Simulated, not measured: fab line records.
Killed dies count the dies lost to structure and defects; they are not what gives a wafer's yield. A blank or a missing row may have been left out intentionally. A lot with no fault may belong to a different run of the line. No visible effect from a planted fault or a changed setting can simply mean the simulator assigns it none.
A struck lot beside a sound one    flow nand-harc    40 out of 1302 route steps
Sound: wafers L416.1, L416.2, L416.5. Struck: wafer L404.5 (left out: L404.1, L404.3 of the same lot, which were not struck); the cause appears at the end.
Each step with rows lists, per side, the tool, then ch with its chambers, then its first start. Under that, the readings that differ: sound wafers    struck wafers    difference of the means    sigmas: that difference in standard deviations of wafers without a fault.
alike: readings with means less than 2 such deviations apart, plus words and numbers identical on both sides. not compared: withheld readings, readings lacking a value on some wafer, bounds such as >300 that could conceal the same value, and numbers that have no deviation in the record and whose values overlap.
Wherever a step has rows on one side only, a row that says differs or no value, or a row with sigmas, the two part there. Numbers that don't overlap but have no deviation are shown without sigmas and don't part them. A reading missing from all wafers of one side parts the sides only when that side holds two or more wafers.

first, 3 steps without rows for these wafers: NHARC_A_BONDPAD_HARDBAKE_10 (time 65 s); NHARC_A_BONDPAD_DESCUM_11 (chemistry O2, time 3 s); NHARC_A_BONDPAD_ETCH_34 (etches the open film in N2/H2, target depth 60 nm, overetch 18 nm, time 65.91 s).
NHARC_A_BONDPAD_ETCH_12: etches the open film in CHF3/O2, target depth 220 nm, time 110 s.
  sound: rie-diel-09 ch 0,3; struck: rie-diel-11 ch 3
reading                      sound                 struck  difference  sigmas
drypump-motor-current-A (A)  5.6 6.3 6.4           5.0     -1.1        -3
throttle-valve-pct (%)       20.579 20.568 20.589  20.557  -0.022      -2
  alike: oes-product-au, rf-vpp-V, showerhead-plenum-p-Torr
  not compared: rf-hours-counter-h
NHARC_A_BONDPAD_CD_MEAS_13:
  sound on cd-sem-03 at day 31 06:40; struck on cd-sem-01 at day 26 20:36
  alike: cd-nm
NHARC_A_BONDPAD_STRIP_15: strips in O2.
  sound on rie-diel-07 ch 0,2,3, day 31 06:46; struck on rie-diel-07 ch 3, day 26 20:41
  alike: drypump-motor-current-A, oes-product-au, rf-vpp-V, showerhead-plenum-p-Torr, throttle-valve-pct
  not compared: rf-hours-counter-h
then, 2 steps without rows for these wafers: NHARC_A_BONDPAD_ETCH_24 (etches the open film in CF4/N2, target depth 30 nm, time 72.99 s); NHARC_A_BONDPAD_STRIP_16 (strips in post etch residue remover, time 600 s).
NHARC_A_BONDPAD_DEGAS_25: time 60 s.
  sound on pvd-sputter-01 at day 31 07:17; struck on pvd-sputter-01 at day 26 21:14
  alike: heater-power-w
NHARC_A_BONDPAD_PRE_CLEAN_26: time 30 s.
  sound on pvd-sputter-01; struck on pvd-sputter-01
  alike: heater-power-w
then, 2 steps without rows for these wafers: NHARC_A_BONDPAD_PVD_17 (deposits TaN, target thk 5 nm, time 8.06 s); NHARC_A_BONDPAD_PVD_27 (deposits Cu, target thk 30 nm, time 20.49 s).
NHARC_A_BONDPAD_ECD_18: material Cu, target thk 400 nm.
  sound on ecd-cu-02 ch 0,1, day 31 07:52; struck on ecd-cu-02 ch 0,1, day 26 21:35
then, 3 steps without rows for these wafers: NHARC_A_BONDPAD_ANNEAL_28 (time 90 s); NHARC_A_BONDPAD_CMP_19 (polishes, t overpolish 30 s, cu recess touch 16 s, target thk 169.82 nm); NHARC_A_BONDPAD_SRD_21 (time 30 s, dry time 20 s).
NHARC_A_BONDPAD_INSPECT_23:
  sound on defect-inspect-01 at day 31 09:07; struck on defect-inspect-01 at day 26 22:52
reading           sound        struck  difference  sigmas
raw-defect-count  647 923 860  506     -304        -2
then, 5 steps without rows for these wafers: NHARC_HYBRID_BOND_ACTIVATE_00 (chemistry N2, time 60 s); NHARC_HYBRID_BOND_PRECLEAN_01 (cleans in DIW, time 300 s); NHARC_HYBRID_BOND_SRD_02 (time 30 s, dry time 20 s); NHARC_HYBRID_BOND_BOND_03; NHARC_HYBRID_BOND_ANNEAL_04 (time 7200 s).
NHARC_HYBRID_BOND_OVL_MEAS_05:
  the record holds rows for the sound wafers here (overlay-02, day 31 21:05) but none for the struck ones
NHARC_HYBRID_BOND_INSPECT_06: inspects for defects (ir void).
  the record holds rows for the sound wafers here (defect-inspect-01, day 31 21:08) but none for the struck ones
following that, these wafers have no rows for 1 step: NHARC_THIN_TSV_GRIND_00.
NHARC_THIN_TSV_CMP_01: polishes.
  the record has rows for the sound wafers here (cmp-03 ch 0,1, day 32 01:20) and none for the struck ones
NHARC_THIN_TSV_THK_MEAS_02: measures by ir.
  the record holds rows for the sound wafers here (film-metro-02, day 32 01:34) but none for the struck ones
then, 12 steps without rows for these wafers: NHARC_THIN_TSV_SRD_03; NHARC_THIN_TSV_PRECLEAN_41 (cleans in SC1); NHARC_THIN_TSV_SRD_42; NHARC_THIN_TSV_DEP_43 (deposits SiO2, target thk 1328.5 nm); NHARC_THIN_TSV_DEHYDRATE_04 (time 120 s); NHARC_THIN_TSV_HMDS_05 (time 30 s); NHARC_THIN_TSV_COAT_06; NHARC_THIN_TSV_SOFTBAKE_07 (time 95 s); NHARC_THIN_TSV_EBR_08; NHARC_THIN_TSV_EXPOSE_09 (exposes mask TSV); NHARC_THIN_TSV_PEB_10 (peb time 85 s); NHARC_THIN_TSV_DEVELOP_11 (time 70 s).
NHARC_END_SORT_01:
  at this point the record logs the struck wafers (prober-02 ch 0, day 28 07:07) and has no rows for the sound ones

WHERE THEY PART
At NHARC_A_BONDPAD_ETCH_12 first; at NHARC_END_SORT_01 last (within this record only).

WHY: what the simulator had put in
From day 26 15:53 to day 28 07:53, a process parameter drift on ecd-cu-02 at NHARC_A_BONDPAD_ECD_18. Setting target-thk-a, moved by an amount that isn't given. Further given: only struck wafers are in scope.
